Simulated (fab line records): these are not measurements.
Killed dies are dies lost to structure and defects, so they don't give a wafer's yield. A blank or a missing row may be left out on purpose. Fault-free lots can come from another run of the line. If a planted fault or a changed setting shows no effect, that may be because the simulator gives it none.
Matching of chambers | flow nandHarc | 3 sister chambers for NHARC_A_SLIT_DEP_23 on pecvd-04
The step deposits SiON, target thk 100 nm. 6 wafers are shown with their chamber, then 8 later ones without.

WAFERS PAIRED WITH THEIR CHAMBERS
wafer  | chamber | heaterPowerW (W)
L078.3 | 2       | 815
L081.2 | 2       | 824
L081.4 | 1       | 683
L085.3 | 1       | 630
L085.4 | 0       | 701
L088.2 | 0       | 677

WAFERS WITH NO CHAMBER GIVEN
wafer  | heaterPowerW (W)
L088.3 | 744
L088.4 | 745
L090.1 | 666
L090.5 | 739
L090.6 | 671
L093.1 | 652
L093.4 | 657
L093.6 | 655

CHAMBER TAKEN BY EACH
wafer  | from the rows above          | in truth
L088.3 | can't be placed: 0 or 2 or 1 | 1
L088.4 | can't be placed: 0 or 2 or 1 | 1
L090.1 | can't be placed: 1 or 0      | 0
L090.5 | can't be placed: 0 or 2 or 1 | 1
L090.6 | can't be placed: 1 or 0      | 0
L093.1 | can't be placed: 1 or 0      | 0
L093.4 | can't be placed: 1 or 0      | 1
L093.6 | can't be placed: 1 or 0      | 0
Correctly placed: 0 of 8. Unplaceable from these rows: 8, with the true chamber sitting among the candidates in 8. Placed wrongly: 0.
How it was worked out, from the rows above alone: a wafer's distance from a chamber is the root of the sum, over the readings, of the square of ((its reading less the chamber's mean) divided by the reading's scatter). If the next closest chamber is less than 2 further off than the closest, the wafer can't be placed; otherwise it belongs to the closest. A chamber's mean is the mean of its shown wafers. How the scatter is found: for the shown wafers, subtract from each reading the mean of its chamber, square and add these, divide the total by (wafers less chambers), then take the root.
